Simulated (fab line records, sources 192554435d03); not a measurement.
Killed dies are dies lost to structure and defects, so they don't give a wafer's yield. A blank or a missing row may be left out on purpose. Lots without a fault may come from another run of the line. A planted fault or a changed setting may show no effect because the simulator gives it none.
Tool commonality check | flow n5_finfet | 10 lots, 30 wafers sampled

WHY IT WAS OPENED
At N5_BEOL_M3_OVL_MEAS_12 the reading M3_OVL is flagged on 2 of 10 lots. Wafers without a fault read -0.5 nm, standard deviation 0.63.
Rule: a lot is flagged when every wafer of it that has a number lies more than 4 standard deviations from that mean, or none has a number. The other lots count as sound.

lot  | measured     | on         | M3_OVL (nm), wafer by wafer | flag
L182 | day 7 17:07  | overlay-02 | -0.3 -1.2 -0.4              |
L183 | day 7 20:34  | overlay-02 | -0.3 -0.7 0.5               |
L185 | day 8 00:35  | overlay-01 | -0.8 0.0 0.1                |
L189 | day 9 00:37  | overlay-02 | 5.6 6.2 5.1                 | FLAGGED
L191 | day 9 07:43  | overlay-01 | 4.6 5.1 5.0                 | FLAGGED
L192 | day 10 13:04 | overlay-02 | -0.6 -0.1 0.2               |
L196 | day 11 03:44 | overlay-02 | -0.4 -0.1 -1.1              |
L200 | day 11 17:46 | overlay-01 | 0.5 -0.5 -0.8               |
L199 | day 11 21:58 | overlay-01 | 0.0 -0.3 -0.1               |
L202 | day 12 04:19 | overlay-02 | 0.1 -0.3 -0.6               |
The numbers of the flagged lots are 5.3 nm on average: +5.8 nm against the usual, or +9 standard deviations.

WHICH TOOL RAN EACH LOT
The record holds 1 process step before the reading, out of a route of 1938 steps. In each cell: the tool, then ch and the chambers that the sampled wafers went through, then the start.
lot  | flag    | N5_BEOL_M3_EXPOSE_08
L182 |         | euv_scanner-02 ch 0, day 7 16:58
L183 |         | euv_scanner-01 ch 0, day 7 20:24
L185 |         | euv_scanner-01 ch 0, day 8 00:25
L189 | FLAGGED | euv_scanner-02 ch 0, day 9 00:28
L191 | FLAGGED | euv_scanner-02 ch 0, day 9 07:33
L192 |         | euv_scanner-01 ch 0, day 10 12:54
L196 |         | euv_scanner-01 ch 0, day 11 03:34
L200 |         | euv_scanner-01 ch 0, day 11 17:37
L199 |         | euv_scanner-01 ch 0, day 11 21:49
L202 |         | euv_scanner-01 ch 0, day 12 04:10
What these steps do:
- N5_BEOL_M3_EXPOSE_08: exposes mask M3.
- N5_BEOL_M3_OVL_MEAS_12

FLAGGED OVER TOTAL, TOOL BY TOOL (the gauges that took the reading come last)
step                   | tool           | lots run | flagged | share of the flagged lots | sound lots run after its first flagged lot
N5_BEOL_M3_EXPOSE_08   | euv_scanner-01 | 7        | 0       | none                      | -
N5_BEOL_M3_EXPOSE_08   | euv_scanner-02 | 3        | 2       | all                       | 0
N5_BEOL_M3_OVL_MEAS_12 | overlay-01     | 4        | 1       | some                      | 2 (L200,L199)
N5_BEOL_M3_OVL_MEAS_12 | overlay-02     | 6        | 1       | some                      | 3 (L192,L196,L202)

WHAT THE TABLE ALLOWS
1 row of the table ran every flagged lot: euv_scanner-02 at N5_BEOL_M3_EXPOSE_08.
- euv_scanner-02 at N5_BEOL_M3_EXPOSE_08: 2 of its 3 lots flagged. Its last sound lot is L182 (day 7 16:58), its first flagged lot L189 (day 9 00:28): a fault that began between those two fits.
One tool is left: euv_scanner-02 at N5_BEOL_M3_EXPOSE_08.

WHAT THE SIMULATOR HAD PUT IN
Scanner matching overlay: euv_scanner-02, from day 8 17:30 on, at N5_BEOL_M3_EXPOSE_08. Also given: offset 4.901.
Lots struck among those shown: L189, L191. The rule above found the same.
